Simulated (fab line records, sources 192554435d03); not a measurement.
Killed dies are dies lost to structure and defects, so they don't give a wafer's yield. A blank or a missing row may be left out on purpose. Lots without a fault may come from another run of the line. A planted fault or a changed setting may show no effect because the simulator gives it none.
Chamber matching | flow n5_finfet | N5_BEOL_M2_ETCH_74 on rie_diel-06: 4 sister chambers
The step etches underlayer in N2/H2, target depth 6.5 nm, time 5.2 s. 4 wafers are shown with their chamber, then 8 later ones without.

WAFERS WITH THEIR CHAMBER
wafer  | chamber | drypump_motor_current_A (A)
L083.2 | 0       | 6.3
L086.3 | 2       | 5.1
L086.4 | 3       | 5.9
L092.2 | 1       | 4.8

WAFERS WITHOUT THEIR CHAMBER
wafer  | drypump_motor_current_A (A)
L092.5 | 5.1
L092.6 | 4.8
L095.1 | 5.9
L095.3 | 4.8
L095.4 | 6.3
L097.2 | 4.8
L097.5 | 4.8
L097.6 | 6.2

WHICH CHAMBER EACH WENT THROUGH
wafer  | from the rows above | in truth
L092.5 | 2                   | 2
L092.6 | 1                   | 1
L095.1 | 3                   | 3
L095.3 | 1                   | 1
L095.4 | 0                   | 0
L097.2 | 1                   | 1
L097.5 | 1                   | 1
L097.6 | 0                   | 0
Placed correctly: 8 of 8. Can't be placed from these rows: 0. Placed wrongly: 0.
How it was worked out, from the rows above alone: a wafer's distance from a chamber is the root of the sum, over the readings, of the square of ((its reading less the chamber's mean) divided by the reading's scatter). The wafer belongs to the nearest chamber; if the next one is less than 2 further off, it can't be placed. A chamber's mean is the mean of its shown wafers. The scatter: with one shown wafer a chamber, the root of the mean of the squares of how far each hidden wafer lies from its nearest shown one.
